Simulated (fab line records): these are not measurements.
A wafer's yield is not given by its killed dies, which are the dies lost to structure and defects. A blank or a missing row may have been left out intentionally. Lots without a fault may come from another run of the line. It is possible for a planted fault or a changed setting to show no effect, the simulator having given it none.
3 desks looking at one fault :: flow nandHarc :: every desk sees just its own numbers, and what lay behind them comes last

## METROLOGY DESK
Lot by lot, what the gauges showed, no matter which tool ran the lot: averages of those sampled wafers that carry a number. A lot is out of limits, marked OUT, if its mean lies more than 4 standard deviations from the usual mean; the brackets give that distance.
Columns: A = cdNm at NHARC_A_CONTACT_CD_MEAS_15, usual 89.9 nm
lot: L949
first seen here: day 17 05:03
A: 89.0

lot: L950
first seen here: day 17 11:13
A: 89.8

lot: L952
first seen here: day 17 17:52
A: 90.2

lot: L956
first seen here: day 19 04:40
A: 89.7

lot: L966
first seen here: day 21 04:25
A: 89.9

lot: L963
first seen here: day 21 07:49
A: 89.8

lot: L965
first seen here: day 21 12:53
A: 89.7

lot: L964
first seen here: day 21 14:49
A: 89.8

lot: L967
first seen here: day 21 22:38
A: 90.4

lot: L968
first seen here: day 22 03:39
A: 89.8

lot: L969
first seen here: day 22 17:41
A: 89.9

lot: L972
first seen here: day 22 22:31
A: 90.0

lot: L971
first seen here: day 23 00:28
A: 90.4
Finding of this desk: none of the 13 lots has anything out of limits.

## THE DEFECT DESK
Lot by lot, what the route's inspections counted, given as the mean of those sampled wafers with a number. A lot is out of limits, marked OUT, if its mean lies more than 4 standard deviations from the usual mean; the brackets give that distance.
Columns: A = rawDefectCount at NHARC_A_BLC_INSPECT_12, usual 29
lot: L949
first seen here: day 17 13:13
A: 23

lot: L950
first seen here: day 17 14:19
A: 8

lot: L952
first seen here: day 17 21:04
A: 29

lot: L956
first seen here: day 19 08:52
A: 40

lot: L966
first seen here: day 21 07:45
A: 35

lot: L963
first seen here: day 21 14:38
A: 32

lot: L965
first seen here: day 21 20:29
A: 51

lot: L964
first seen here: day 21 20:59
A: 19

lot: L967
first seen here: day 22 05:51
A: 37

lot: L968
first seen here: day 22 10:47
A: 42

lot: L969
first seen here: day 22 21:25
A: 52

lot: L972
first seen here: day 23 05:36
A: 18

lot: L971
first seen here: day 23 07:32
A: 36
Finding of this desk: none of the 13 lots has anything out of limits.

## THE TOOL OWNER'S DESK: rieDiel-02
The tool's own readings at NHARC_A_BLC_ETCH_16 (etches the open film in CF4, target depth 39 nm, time 65 s): means of the sampled wafers that have a number, for each lot that ran on this tool. A lot is out of limits, marked OUT, if its mean lies more than 4 standard deviations from the usual mean; the brackets give that distance.
Columns: A = biasW at NHARC_A_BLC_ETCH_16, usual 100.0 W; B = drypumpMotorCurrentA at NHARC_A_BLC_ETCH_16, usual 5.90 A; C = oesProductAu at NHARC_A_BLC_ETCH_16, usual 1.001 a.u.; D = rfVppV at NHARC_A_BLC_ETCH_16, usual 151.8 V; E = showerheadPlenumPTorr at NHARC_A_BLC_ETCH_16, usual 1.80 Torr; F = throttleValvePct at NHARC_A_BLC_ETCH_16, usual 13.285 %
lot: L950
first seen here: day 17 14:32
A: 99.9
B: 6.21
C: 0.998
D: 151.1
E: 1.78
F: 13.288

lot: L952
first seen here: day 17 21:13
A: 100.0
B: 5.98
C: 0.900 (-8.4) OUT
D: 153.2
E: 1.82
F: 13.287

lot: L966
first seen here: day 21 07:54
A: 99.8
B: 5.97
C: 0.996
D: 151.3
E: 1.77
F: 13.282

lot: L964
first seen here: day 21 21:11
A: 100.1
B: 6.07
C: 1.008
D: 151.9
E: 1.82
F: 13.288

lot: L968
first seen here: day 22 10:56
A: 100.3
B: 5.87
C: 1.004
D: 152.9
E: 1.82
F: 13.289

lot: L969
first seen here: day 22 21:34
A: 100.0
B: 6.10
C: 1.003
D: 152.5
E: 1.82
F: 13.287
This desk finds L952 out of limits, L952 being first, at day 17 21:13 (oesProductAu at NHARC_A_BLC_ETCH_16). Within limits: L950, L966, L964, L968, L969.

## ALL TOGETHER
At day 17 21:13, on L952, the tool owner's desk was in a position to raise an alarm.
From the metrology desk's view, nothing was out of limits.
No out-of-limits result turned up at the defect desk.
The metrology desk has L952 on record, within its limits.
The defect desk has L952 on record, within its limits.
The lots listed all ran NHARC_A_BLC_ETCH_16 on rieDiel-02.

## WHAT THE SIMULATOR HAD PUT IN
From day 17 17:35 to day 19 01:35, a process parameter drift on rieDiel-02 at NHARC_A_BLC_ETCH_16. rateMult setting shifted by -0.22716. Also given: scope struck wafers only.
Struck lots among those shown: L952.
How many hours passed from the start of the fault until each desk's first out-of-limits reading: the tool owner's desk, 4.
